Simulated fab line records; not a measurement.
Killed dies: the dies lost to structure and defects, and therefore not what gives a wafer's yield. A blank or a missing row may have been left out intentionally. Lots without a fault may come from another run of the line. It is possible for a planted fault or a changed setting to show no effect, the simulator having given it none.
Chamber matching | flow n5-finfet | N5_ZERO_LAYER_ETCH_18 on rie-si-03 has 4 sister chambers
The step etches Si in HBr/Cl2, target depth 120 nm, time 40 s. 16 wafers are shown with their chamber, then 8 later ones without.

## WAFERS PAIRED WITH THEIR CHAMBERS
wafer  | chamber | throttle-valve-pct (%) | drypump-motor-current-A (A) | oes-product-au (a.u.)
L074.1 | 0       | 36.7                   | 5.6                         | 0.994
L074.4 | 1       | 35.7                   | 5.4                         | 1.009
L074.6 | 2       | 37.1                   | 5.0                         | 1.035
L078.2 | 2       | 37.0                   | 4.9                         | 1.032
L078.4 | 1       | 35.8                   | 5.4                         | 1.020
L078.6 | 2       | 37.1                   | 4.9                         | 1.034
L079.1 | 0       | 36.7                   | 5.6                         | 1.006
L079.2 | 3       | 36.2                   | 5.2                         | 0.998
L079.4 | 2       | 37.0                   | 4.9                         | 1.039
L080.1 | 1       | 35.7                   | 5.5                         | 1.007
L080.3 | 2       | 37.1                   | 4.9                         | 1.033
L080.6 | 3       | 36.2                   | 5.2                         | 0.996
L081.2 | 1       | 35.7                   | 5.5                         | 1.009
L081.4 | 0       | 36.7                   | 5.6                         | 0.997
L081.6 | 0       | 36.8                   | 5.6                         | 1.002
L083.1 | 0       | 36.8                   | 5.6                         | 1.000

SIGNATURES, as means of the wafers listed above
reading                 | chamber 0 | chamber 1 | chamber 2 | chamber 3 | scatter within a chamber
throttle-valve-pct      | 36.740    | 35.725    | 37.060    | 36.200    | 0.0512
drypump-motor-current-A | 5.600     | 5.450     | 4.920     | 5.200     | 0.0387
oes-product-au          | 0.99980   | 1.01125   | 1.03460   | 0.99700   | 0.00429
Rule: a wafer lies at a distance from a chamber equal to the root of the sum of squares, over the readings, of (its reading less the chamber's mean, divided by the reading's scatter). If the next closest chamber is less than 2 further off than the closest, the wafer can't be placed; otherwise it belongs to the closest. The scatter: take each reading less its chamber's mean, square it, sum over the shown wafers, divide by the number of wafers less the number of chambers, and take the root.

## WAFERS WITHOUT THEIR CHAMBER
wafer  | throttle-valve-pct (%) | drypump-motor-current-A (A) | oes-product-au (a.u.)
L083.4 | 35.7                   | 5.5                         | 1.014
L083.5 | 35.7                   | 5.4                         | 1.006
L088.2 | 36.2                   | 5.2                         | 0.997
L088.5 | 37.1                   | 4.9                         | 1.038
L088.6 | 36.1                   | 5.5                         | 1.008
L089.4 | 37.1                   | 4.9                         | 1.038
L089.5 | 37.1                   | 4.9                         | 1.043
L089.6 | 36.2                   | 5.2                         | 0.995

## WHICH CHAMBER EACH ONE RAN IN
wafer  | from the rows above     | in truth
L083.4 | 1                       | 1
L083.5 | 1                       | 1
L088.2 | 3                       | 3
L088.5 | 2                       | 2
L088.6 | can't be placed: 1 or 3 | 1
L089.4 | 2                       | 2
L089.5 | 2                       | 2
L089.6 | 3                       | 3
Correct placement for 7 of the 8. Not placeable from these rows: 1 (in 1, the candidates include the true chamber). Number placed wrongly: 0.
